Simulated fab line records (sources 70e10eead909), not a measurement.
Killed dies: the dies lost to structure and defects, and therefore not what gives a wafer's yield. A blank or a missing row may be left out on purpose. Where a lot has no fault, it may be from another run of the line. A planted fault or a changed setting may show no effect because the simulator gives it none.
Matching of chambers / flow nand-harc / NHARC_P_M2_CMP_23 on cmp-02 has 4 sister chambers
The step polishes, t overpolish 20 s, target thk 144.3 nm. 18 wafers are shown with their chamber, then 9 later ones without.

== WAFERS, EACH WITH ITS CHAMBER ==
wafer=L076.2; chamber=1; motor-current-A (A)=12.1; time-to-endpoint-s (s)=31.1
wafer=L076.3; chamber=0; motor-current-A (A)=12.9; time-to-endpoint-s (s)=29.8
wafer=L076.6; chamber=2; motor-current-A (A)=12.5; time-to-endpoint-s (s)=29.1
wafer=L077.1; chamber=3; motor-current-A (A)=12.0; time-to-endpoint-s (s)=31.6
wafer=L077.4; chamber=1; motor-current-A (A)=12.0; time-to-endpoint-s (s)=35.1
wafer=L077.6; chamber=3; motor-current-A (A)=12.0; time-to-endpoint-s (s)=31.9
wafer=L087.1; chamber=2; motor-current-A (A)=13.0; time-to-endpoint-s (s)=30.5
wafer=L087.3; chamber=0; motor-current-A (A)=12.5; time-to-endpoint-s (s)=31.0
wafer=L087.5; chamber=0; motor-current-A (A)=13.4; time-to-endpoint-s (s)=35.1
wafer=L088.3; chamber=3; motor-current-A (A)=12.2; time-to-endpoint-s (s)=31.6
wafer=L088.4; chamber=0; motor-current-A (A)=12.8; time-to-endpoint-s (s)=31.4
wafer=L088.6; chamber=1; motor-current-A (A)=12.4; time-to-endpoint-s (s)=35.4
wafer=L089.4; chamber=1; motor-current-A (A)=11.5; time-to-endpoint-s (s)=30.9
wafer=L089.5; chamber=1; motor-current-A (A)=12.0; time-to-endpoint-s (s)=31.0
wafer=L089.6; chamber=2; motor-current-A (A)=13.0; time-to-endpoint-s (s)=27.5
wafer=L091.2; chamber=1; motor-current-A (A)=11.2; time-to-endpoint-s (s)=36.0
wafer=L091.3; chamber=0; motor-current-A (A)=12.7; time-to-endpoint-s (s)=32.2
wafer=L091.6; chamber=3; motor-current-A (A)=12.6; time-to-endpoint-s (s)=33.7

SIGNATURES (means of the wafers above)
reading=motor-current-A; chamber 0=12.860; chamber 1=11.867; chamber 2=12.833; chamber 3=12.200; scatter within a chamber=0.36
reading=time-to-endpoint-s; chamber 0=31.900; chamber 1=33.250; chamber 2=29.033; chamber 3=32.200; scatter within a chamber=1.97
Rule: a wafer's distance from a chamber is the root of the sum, over the readings, of the square of ((its reading less the chamber's mean) divided by the reading's scatter). The wafer belongs to the nearest chamber; if the next one is less than 2 further off, it can't be placed. The scatter: take each reading less its chamber's mean, square it, sum over the shown wafers, divide by the number of wafers less the number of chambers, and take the root.

== WAFERS WITHOUT THEIR CHAMBER ==
wafer=L092.2; motor-current-A (A)=12.6; time-to-endpoint-s (s)=26.1
wafer=L092.3; motor-current-A (A)=11.8; time-to-endpoint-s (s)=30.7
wafer=L092.6; motor-current-A (A)=12.6; time-to-endpoint-s (s)=27.2
wafer=L096.1; motor-current-A (A)=12.6; time-to-endpoint-s (s)=30.7
wafer=L096.3; motor-current-A (A)=13.3; time-to-endpoint-s (s)=31.8
wafer=L096.4; motor-current-A (A)=11.6; time-to-endpoint-s (s)=33.6
wafer=L097.4; motor-current-A (A)=12.0; time-to-endpoint-s (s)=31.6
wafer=L097.5; motor-current-A (A)=11.9; time-to-endpoint-s (s)=32.0
wafer=L097.6; motor-current-A (A)=13.2; time-to-endpoint-s (s)=29.7

== WHICH CHAMBER EACH ONE RAN IN ==
wafer=L092.2; from the rows above=can't be placed: 2 or 0 or 3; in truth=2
wafer=L092.3; from the rows above=can't be placed: 1 or 3 or 2 or 0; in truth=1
wafer=L092.6; from the rows above=can't be placed: 2 or 0 or 3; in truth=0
wafer=L096.1; from the rows above=can't be placed: 0 or 2 or 3 or 1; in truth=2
wafer=L096.3; from the rows above=can't be placed: 0 or 2 or 3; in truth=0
wafer=L096.4; from the rows above=can't be placed: 1 or 3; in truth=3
wafer=L097.4; from the rows above=can't be placed: 3 or 1 or 0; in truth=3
wafer=L097.5; from the rows above=can't be placed: 1 or 3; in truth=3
wafer=L097.6; from the rows above=can't be placed: 2 or 0 or 3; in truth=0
0 of 9 placed correctly. Unplaceable from these rows: 9, with the true chamber sitting among the candidates in 9. Wrongly placed: 0.
